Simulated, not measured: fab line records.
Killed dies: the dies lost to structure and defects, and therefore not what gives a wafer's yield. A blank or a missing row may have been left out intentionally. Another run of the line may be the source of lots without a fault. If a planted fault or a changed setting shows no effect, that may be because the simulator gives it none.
Chamber matching	flow nand harc	NHARC_P_BONDPAD_ACTIVATE_29 on rie diel-03 has 4 sister chambers
The step chemistry N2, time 60 s. 8 wafers are shown with their chamber, then 10 later ones without.

## EACH WAFER AND ITS CHAMBER
wafer	chamber	drypump motor current A (A)	oes product au (a.u.)
L080.1	3	5.68	1.009
L081.3	2	5.57	1.004
L083.4	0	5.74	1.001
L084.1	2	5.58	0.994
L084.2	1	5.77	0.988
L084.4	3	5.67	1.001
L085.2	1	5.77	1.002
L085.3	0	5.77	0.999

## WAFERS WITHOUT THEIR CHAMBER
wafer	drypump motor current A (A)	oes product au (a.u.)
L085.4	5.57	0.993
L092.1	5.78	1.011
L092.4	5.65	1.007
L092.6	5.76	1.014
L095.1	5.56	1.005
L095.4	5.74	1.000
L095.5	5.58	0.995
L097.3	5.75	1.009
L097.4	5.65	0.988
L097.6	5.74	0.995

## THE CHAMBER EACH PASSED THROUGH
wafer	from the rows above	in truth
L085.4	2	2
L092.1	can't be placed: 1 or 0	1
L092.4	3	3
L092.6	can't be placed: 0 or 1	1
L095.1	2	2
L095.4	can't be placed: 0 or 1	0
L095.5	2	2
L097.3	can't be placed: 0 or 1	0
L097.4	3	3
L097.6	can't be placed: 0 or 1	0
Correct placement for 5 of the 10. Unplaceable from these rows: 5, with the true chamber sitting among the candidates in 5. 0 placed wrongly.
How it was worked out, from the rows above alone: a wafer's distance from a chamber is the root of the sum, over the readings, of the square of ((its reading less the chamber's mean) divided by the reading's scatter). If the next closest chamber is less than 2 further off than the closest, the wafer can't be placed; otherwise it belongs to the closest. Each chamber's mean is taken over the wafers shown for it. How the scatter is found: for the shown wafers, subtract from each reading the mean of its chamber, square and add these, divide the total by (wafers less chambers), then take the root.
